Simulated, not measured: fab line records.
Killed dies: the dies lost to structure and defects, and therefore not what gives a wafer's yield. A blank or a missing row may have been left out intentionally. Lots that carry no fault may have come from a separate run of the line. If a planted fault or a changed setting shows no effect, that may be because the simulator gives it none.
Split-lot experiment | flow n5-finfet | 7 lots, 39 wafers read, on a route of 1938 steps

## THE SPLIT
At N5_BEOL_M7_DEP_56 (deposits SiCN from 3MS/NH3, target thk 10 nm, time 17.5 s), the setting target-thk-a was moved away from the recipe's 100 angstrom on 18 of the 39 wafers read, by -57.5% to +35.3%. All remaining wafers had this setting at the recipe value.

The split's own step is where the reading is taken.

## THE READING
SiCN_of_BEOL_M7_DEP_56.thk-nm (the simulator's own value, which no gauge read), in nm, at N5_BEOL_M7_DEP_56 (deposits SiCN from 3MS/NH3, target thk 10 nm, time 17.5 s). The file does not state a usual value for it. Here, 21 wafers ran the recipe; their average is 10.0 nm with a standard deviation of 0.16 nm.

wafer  | tool, chamber at the split | target-thk-a as run, angstrom | against the recipe | SiCN_of_BEOL_M7_DEP_56.thk-nm, nm | against lot-mates on the recipe
L076.1 | pecvd-02, 0,2              | 100                           | recipe             | 10                                | -
L076.3 | pecvd-02, 0,2              | 100                           | recipe             | 10                                | -
L076.2 | pecvd-02, 1                | 42.5                          | -57.5%             | 4.2                               | -5.9
L076.6 | pecvd-02, 1                | 42.5                          | -57.5%             | 4.2                               | -5.9
L076.4 | pecvd-02, 0                | 42.5                          | -57.5%             | 4.6                               | -5.5
L076.5 | pecvd-02, 2                | 100                           | recipe             | 10.2                              | -
L079.2 | pecvd-03, 0                | 100                           | recipe             | 10                                | -
L079.3 | pecvd-03, 1                | 100                           | recipe             | 9.8                               | -
L079.6 | pecvd-03, 2                | 100                           | recipe             | 10.2                              | -
L081.1 | pecvd-03, 1                | 100                           | recipe             | 10                                | -
L081.2 | pecvd-03, 0                | 134.1                         | +34.1%             | 13.2                              | +3.4
L081.3 | pecvd-03, 2                | 100                           | recipe             | 9.6                               | -
L081.4 | pecvd-03, 1,0              | 134.1                         | +34.1%             | 13.4                              | +3.6
L081.5 | pecvd-03, 1,0              | 134.1                         | +34.1%             | 13.4                              | +3.6
L081.6 | pecvd-03, 2                | 100                           | recipe             | 9.8                               | -
L083.1 | pecvd-03, 0,1              | 100                           | recipe             | 10                                | -
L083.4 | pecvd-03, 0,1              | 100                           | recipe             | 10                                | -
L083.2 | pecvd-03, 1                | 100                           | recipe             | 9.8                               | -
L083.3 | pecvd-03, 2                | 125.3                         | +25.3%             | 12.4                              | +2.5
L083.5 | pecvd-03, 2,0              | 125.3                         | +25.3%             | 12.6                              | +2.7
L083.6 | pecvd-03, 2,0              | 125.3                         | +25.3%             | 12.6                              | +2.7
L084.1 | pecvd-01, 2                | 100                           | recipe             | 10                                | -
L084.2 | pecvd-01, 0                | 100                           | recipe             | 9.8                               | -
L084.3 | pecvd-01, 1,0,2            | 48.34                         | -51.7%             | 5                                 | -5.0
L084.4 | pecvd-01, 1,0,2            | 48.34                         | -51.7%             | 5                                 | -5.0
L084.6 | pecvd-01, 1,0,2            | 48.34                         | -51.7%             | 5                                 | -5.0
L084.5 | pecvd-01, 1                | 100                           | recipe             | 10.2                              | -
L085.1 | pecvd-03, 0,2,0            | 46.73                         | -53.3%             | 4.6                               | -5.3
L085.5 | pecvd-03, 0,2,0            | 46.73                         | -53.3%             | 4.6                               | -5.3
L085.6 | pecvd-03, 0,2,0            | 46.73                         | -53.3%             | 4.6                               | -5.3
L085.2 | pecvd-03, 2                | 100                           | recipe             | 9.8                               | -
L085.3 | pecvd-03, 2,0              | 100                           | recipe             | 10                                | -
L085.4 | pecvd-03, 2,0              | 100                           | recipe             | 10                                | -
L091.1 | pecvd-02, 2,1              | 135.3                         | +35.3%             | 13.6                              | +3.6
L091.6 | pecvd-02, 2,1              | 135.3                         | +35.3%             | 13.6                              | +3.6
L091.2 | pecvd-02, 1                | 135.3                         | +35.3%             | 13.4                              | +3.4
L091.3 | pecvd-02, 0                | 100                           | recipe             | 9.8                               | -
L091.4 | pecvd-02, 0                | 100                           | recipe             | 10                                | -
L091.5 | pecvd-02, 2                | 100                           | recipe             | 10.2                              | -
When a row names more than one chamber, that row covers several wafers, and the file does not tell which wafer ran in which chamber.

THE FIT
A straight line over all 39 wafers: SiCN_of_BEOL_M7_DEP_56.thk-nm changes by +0.0989 nm for each +1% of target-thk-a; r = +1.00; the points scatter about the line by 0.15 nm.
The same after taking each lot's own level away (the mean of its wafers on the recipe; 39 wafers): +0.0999 nm for each +1%; r = +1.00; scatter 0.14 nm.
Per that fit: largest target-thk-a move, reading shift of 5.7 nm.
The lots' own levels span 9.80 to 10.07 nm, that is 1.7 times the standard deviation above.
The two slopes agree, so the slope changes little with the lot-to-lot level.
Check: with one of the wafers moved furthest among these (-57.5%) left out of the fit, the line predicts -5.7 nm for it against its lot-mates. It came out at -5.87 nm against them.

## THE OTHER SPLITS THESE WAFERS WENT THROUGH
Other splits were also applied to these wafers ahead of the reading. Each is held against what the fit with the lots' levels taken away leaves over:
other split on the same wafers           | wafers away from the commonest value | r with SiCN_of_BEOL_M7_DEP_56.thk-nm (lot level and that fit taken away)
N5_FIN_SAQP_PECVD_06 time-s              | 12                                   | -0.15
N5_DUMMY_GATE_CVD_03 target-thk-a        | 24                                   | -0.02
N5_BEOL_M5_TRENCH_ETCH_37 target-depth-a | 12                                   | -0.01
N5_BEOL_M5_SPUTTER_83 time-s             | 12                                   | +0.11

## FILE'S OWN FIT
SiCN_of_BEOL_M7_DEP_56.thk-nm changes by +0.0997 nm for each +1% of target-thk-a, r = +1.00.
